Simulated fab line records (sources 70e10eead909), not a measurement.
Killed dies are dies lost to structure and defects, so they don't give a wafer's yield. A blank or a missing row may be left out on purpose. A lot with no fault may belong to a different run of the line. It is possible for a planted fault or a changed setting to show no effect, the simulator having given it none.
A sampling plan put to the test + flow nand_harc + one line in one fab, 23 faults in these records, each fault weighed on the records of the lots it struck
What counts as the plan is the set of the line's own looks, namely the steps on the route at which a gauge or an inspection reads a wafer and does not change it. A look is open to judgement when struck wafers have a number at it and the file gives its usual mean and standard deviation on fault-free wafers. Caught: the struck wafers' mean, at a look after the fault's first step, is 4 or more of those standard deviations (sigma) away from the usual mean. On the tool: here the same test is run on the tool's own readings at the fault's steps. Another recipe on the struck wafers, or a record that is blank for them alone, also counts as caught.

== THE FAULTS, as the simulator had put them in ==
1. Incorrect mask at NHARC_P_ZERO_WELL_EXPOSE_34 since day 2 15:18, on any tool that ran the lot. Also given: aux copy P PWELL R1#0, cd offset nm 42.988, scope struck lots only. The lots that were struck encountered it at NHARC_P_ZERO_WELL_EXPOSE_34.
2. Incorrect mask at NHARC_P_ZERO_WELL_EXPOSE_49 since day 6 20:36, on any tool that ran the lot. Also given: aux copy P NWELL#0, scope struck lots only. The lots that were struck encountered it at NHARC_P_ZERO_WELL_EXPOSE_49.
3. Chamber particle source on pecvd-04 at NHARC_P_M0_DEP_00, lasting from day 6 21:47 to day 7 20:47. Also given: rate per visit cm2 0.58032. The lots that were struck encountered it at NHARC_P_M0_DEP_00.
4. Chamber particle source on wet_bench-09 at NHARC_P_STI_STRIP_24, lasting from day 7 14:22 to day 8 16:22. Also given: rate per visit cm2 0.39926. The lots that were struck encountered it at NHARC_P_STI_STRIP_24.
5. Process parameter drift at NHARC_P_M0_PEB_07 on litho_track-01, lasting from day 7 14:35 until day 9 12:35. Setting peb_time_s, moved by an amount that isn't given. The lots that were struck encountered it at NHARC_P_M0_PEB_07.
6. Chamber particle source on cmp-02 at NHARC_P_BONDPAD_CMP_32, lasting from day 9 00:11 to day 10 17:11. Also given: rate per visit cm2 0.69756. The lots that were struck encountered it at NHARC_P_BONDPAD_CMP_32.
7. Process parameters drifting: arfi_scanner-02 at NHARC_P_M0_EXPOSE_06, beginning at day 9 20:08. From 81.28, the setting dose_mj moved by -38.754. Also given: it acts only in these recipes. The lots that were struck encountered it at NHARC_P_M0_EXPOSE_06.
8. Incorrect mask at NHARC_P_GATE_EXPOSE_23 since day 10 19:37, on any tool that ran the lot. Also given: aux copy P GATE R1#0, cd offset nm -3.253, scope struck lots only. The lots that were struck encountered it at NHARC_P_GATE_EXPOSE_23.
9. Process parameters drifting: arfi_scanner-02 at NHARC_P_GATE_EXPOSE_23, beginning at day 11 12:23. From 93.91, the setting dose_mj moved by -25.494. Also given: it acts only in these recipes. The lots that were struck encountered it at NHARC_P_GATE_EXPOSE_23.
10. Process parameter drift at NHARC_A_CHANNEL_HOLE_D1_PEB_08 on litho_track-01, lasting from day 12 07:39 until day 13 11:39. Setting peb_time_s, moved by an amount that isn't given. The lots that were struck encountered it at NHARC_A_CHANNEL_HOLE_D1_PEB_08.
11. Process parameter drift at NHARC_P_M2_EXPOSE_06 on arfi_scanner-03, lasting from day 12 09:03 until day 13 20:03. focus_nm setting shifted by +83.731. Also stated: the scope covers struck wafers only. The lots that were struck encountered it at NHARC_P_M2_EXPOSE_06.
12. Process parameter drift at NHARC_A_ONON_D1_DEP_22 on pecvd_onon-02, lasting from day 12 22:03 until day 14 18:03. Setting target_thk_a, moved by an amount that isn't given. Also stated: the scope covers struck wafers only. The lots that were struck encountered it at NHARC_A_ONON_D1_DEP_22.
13. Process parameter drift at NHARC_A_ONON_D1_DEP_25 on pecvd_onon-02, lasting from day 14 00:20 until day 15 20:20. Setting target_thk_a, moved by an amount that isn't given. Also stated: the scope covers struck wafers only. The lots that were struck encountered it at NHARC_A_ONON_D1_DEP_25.
14. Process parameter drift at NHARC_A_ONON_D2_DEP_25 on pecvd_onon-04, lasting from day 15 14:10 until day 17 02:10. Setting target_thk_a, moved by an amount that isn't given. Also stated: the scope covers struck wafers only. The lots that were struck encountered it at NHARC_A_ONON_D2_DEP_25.
15. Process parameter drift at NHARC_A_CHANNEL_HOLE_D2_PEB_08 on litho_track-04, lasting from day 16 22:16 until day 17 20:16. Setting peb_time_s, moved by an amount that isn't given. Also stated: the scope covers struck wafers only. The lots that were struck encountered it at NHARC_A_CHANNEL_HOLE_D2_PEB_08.
16. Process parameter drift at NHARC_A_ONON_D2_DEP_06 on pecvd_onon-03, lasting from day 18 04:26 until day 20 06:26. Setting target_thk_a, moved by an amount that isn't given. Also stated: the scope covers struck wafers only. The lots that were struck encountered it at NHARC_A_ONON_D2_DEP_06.
17. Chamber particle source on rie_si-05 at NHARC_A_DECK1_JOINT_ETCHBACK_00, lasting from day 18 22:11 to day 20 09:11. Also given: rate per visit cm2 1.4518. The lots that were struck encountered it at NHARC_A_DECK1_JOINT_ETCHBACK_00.
18. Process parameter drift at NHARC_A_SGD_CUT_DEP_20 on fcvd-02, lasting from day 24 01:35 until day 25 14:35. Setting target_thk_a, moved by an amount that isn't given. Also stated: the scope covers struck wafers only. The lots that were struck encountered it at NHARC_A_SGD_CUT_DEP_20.
19. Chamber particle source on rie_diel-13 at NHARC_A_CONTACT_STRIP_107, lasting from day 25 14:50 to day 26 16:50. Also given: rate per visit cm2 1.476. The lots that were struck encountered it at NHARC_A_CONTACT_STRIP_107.
20. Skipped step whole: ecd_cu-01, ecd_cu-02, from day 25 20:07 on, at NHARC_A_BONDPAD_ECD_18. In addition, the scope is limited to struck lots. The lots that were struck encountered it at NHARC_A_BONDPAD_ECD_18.
21. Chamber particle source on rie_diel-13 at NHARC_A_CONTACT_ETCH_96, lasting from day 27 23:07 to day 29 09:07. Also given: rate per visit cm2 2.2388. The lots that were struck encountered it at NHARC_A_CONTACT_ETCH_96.
22. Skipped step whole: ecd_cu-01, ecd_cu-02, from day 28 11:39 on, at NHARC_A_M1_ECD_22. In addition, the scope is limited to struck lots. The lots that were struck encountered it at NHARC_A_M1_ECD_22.
23. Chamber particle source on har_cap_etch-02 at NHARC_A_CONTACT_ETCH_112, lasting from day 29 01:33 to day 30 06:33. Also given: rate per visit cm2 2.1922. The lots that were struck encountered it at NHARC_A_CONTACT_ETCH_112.

== WHAT THE PLAN SAW ==
| fault | on the tool itself                               | first look that catches it                   | reading, sigma                                               | median hours from its first step to that look | hours from the fault's start to the first struck lot there | judged looks passed uncaught |
|-------|--------------------------------------------------|----------------------------------------------|--------------------------------------------------------------|-----------------------------------------------|------------------------------------------------------------|------------------------------|
| 1     | no reading that can be judged                    | NHARC_P_ZERO_WELL_CD_MEAS_37                 | cd_nm +30                                                    | 0.2                                           | 5                                                          | 0                            |
| 2     | no reading that can be judged                    | no look after it can be judged               | -                                                            | -                                             | -                                                          | 0                            |
| 3     | no reading that can be judged                    | NHARC_P_M0_INSPECT_11                        | raw_defect_count +99 or beyond                               | 0.9                                           | 7                                                          | 0                            |
| 4     | no reading that can be judged                    | NHARC_P_STI_INSPECT_25                       | raw_defect_count +5.5                                        | 8.9                                           | 13                                                         | 0                            |
| 5     | heater_power_total_W +14 sigma                   | not the one look that can be judged after it | strongest: cd_nm at NHARC_P_M0_CD_MEAS_09, -3.6              | -                                             | -                                                          | 1                            |
| 6     | under 2 sigma                                    | NHARC_END_SORT_01                            | killed_at_periphery +99 or beyond                            | 431.9                                         | 445                                                        | 2                            |
| 7     | exposure_dose_mJ_cm2 -99 or beyond sigma         | NHARC_P_M0_CD_MEAS_09                        | cd_nm -49                                                    | 0.1                                           | 14                                                         | 0                            |
| 8     | no reading that can be judged                    | NHARC_P_GATE_CD_MEAS_26                      | cd_nm -5.8                                                   | 0.2                                           | 13                                                         | 0                            |
| 9     | exposure_dose_mJ_cm2 -99 or beyond sigma         | NHARC_P_GATE_CD_MEAS_26                      | cd_nm +34                                                    | 0.1                                           | 4                                                          | 0                            |
| 10    | under 2 sigma                                    | not the one look that can be judged after it | strongest: cd_nm at NHARC_A_CHANNEL_HOLE_D1_CD_MEAS_10, +3.4 | -                                             | -                                                          | 1                            |
| 11    | under 2 sigma                                    | NHARC_P_M2_CD_MEAS_09                        | cd_nm +15                                                    | 0.1                                           | 17                                                         | 0                            |
| 12    | under 2 sigma                                    | NHARC_A_ONON_D1_THK_MEAS_24                  | thk_nm -35                                                   | 0.5                                           | 5                                                          | 0                            |
| 13    | no reading that can be judged                    | NHARC_A_ONON_D1_THK_MEAS_27                  | thk_nm -47                                                   | 0.5                                           | 13                                                         | 0                            |
| 14    | no reading that can be judged                    | NHARC_A_ONON_D2_THK_MEAS_27                  | thk_nm -46                                                   | 0.5                                           | 8                                                          | 0                            |
| 15    | no reading that can be judged                    | NHARC_A_CHANNEL_HOLE_D2_CD_MEAS_10           | cd_nm +6.0                                                   | 0.1                                           | 20                                                         | 0                            |
| 16    | no reading that can be judged                    | NHARC_A_ONON_D2_THK_MEAS_08                  | thk_nm +56                                                   | 0.5                                           | 26                                                         | 0                            |
| 17    | under 2 sigma                                    | NHARC_END_SORT_01                            | killed_at_array +5.0                                         | 320.7                                         | 335                                                        | 0                            |
| 18    | no reading that can be judged                    | NHARC_A_SGD_CUT_THK_MEAS_22                  | thk_nm -33                                                   | 4.6                                           | 5                                                          | 0                            |
| 19    | no reading that can be judged                    | not the one look that can be judged after it | strongest: killed_at_array at NHARC_END_SORT_01, +3.3        | -                                             | -                                                          | 1                            |
| 20    | the tool's record is blank for the struck wafers | NHARC_A_BONDPAD_THK_MEAS_20                  | thk_nm -87                                                   | 1.0                                           | 11                                                         | 0                            |
| 21    | under 2 sigma                                    | NHARC_END_SORT_01                            | killed_at_array +5.2                                         | 66.9                                          | 83                                                         | 0                            |
| 22    | the tool's record is blank for the struck wafers | NHARC_A_M1_THK_MEAS_24                       | thk_nm -82                                                   | 1.0                                           | 2                                                          | 0                            |
| 23    | no reading that can be judged                    | NHARC_END_SORT_01                            | killed_at_array +5.4                                         | 79.4                                          | 91                                                         | 1                            |
Dash: fault not caught, or number not given in these records.

Caught at a look: 19 of 23. Caught on the tool: 5 of 23. By one or the other: 20 of 23.
Caught on the tool alone: fault 5.
Caught at a look alone: faults 1, 3, 4, 6, 8, 11, 12, 13, 14, 15, 16, 17, 18, 21, 23.
Caught by neither: faults 2, 10, 19.

== THINNER SAMPLING ==
In the worst case, this is how late the first struck lot would be measured if the look that catches a fault measured only every second or every third lot, by lot number:
| fault | struck lots at that look, in order of time | every lot | every second lot | every third lot |
|-------|--------------------------------------------|-----------|------------------|-----------------|
| 1     | L233                                       | 5 h       | may miss it      | may miss it     |
| 3     | L188, L189                                 | 7 h       | 21 h             | may miss all 2  |
| 4     | L807                                       | 13 h      | may miss it      | may miss it     |
| 6     | L599, L598                                 | 445 h     | 445 h            | may miss all 2  |
| 7     | L984, L990                                 | 14 h      | may miss all 2   | may miss all 2  |
| 8     | L791                                       | 13 h      | may miss it      | may miss it     |
| 9     | L861, L862                                 | 4 h       | 14 h             | may miss all 2  |
| 11    | L953, L955                                 | 17 h      | may miss all 2   | may miss all 2  |
| 12    | L114, L116                                 | 5 h       | may miss all 2   | may miss all 2  |
| 13    | L371, L373, L374                           | 13 h      | 34 h             | may miss all 3  |
| 14    | L618                                       | 8 h       | may miss it      | may miss it     |
| 15    | L384                                       | 20 h      | may miss it      | may miss it     |
| 16    | L592, L596, L597                           | 26 h      | 50 h             | 50 h            |
| 17    | L196, L198                                 | 335 h     | may miss all 2   | may miss all 2  |
| 18    | L230, L231                                 | 5 h       | 5 h              | may miss all 2  |
| 20    | L812, L811                                 | 11 h      | 15 h             | may miss all 2  |
| 21    | L830                                       | 83 h      | may miss it      | may miss it     |
| 22    | L307, L308, L309                           | 2 h       | 38 h             | 39 h            |
| 23    | L630, L632                                 | 91 h      | may miss all 2   | may miss all 2  |
Hours: fault start to first struck lot measured. The limit of 4 sigma was tested on all struck wafers together, so one lot alone may lie under it. Other struck lots may not be in these records.

== THE LONGEST TIMED WAY FROM STEP TO LOOK ==
In fault 6, a median of 431.9 hours elapses between NHARC_P_BONDPAD_CMP_32 and NHARC_END_SORT_01. The looks between them that can be judged stayed within 4 sigma: NHARC_THIN_TSV_CD_MEAS_16, NHARC_THIN_TSV_CD_MEAS_33.
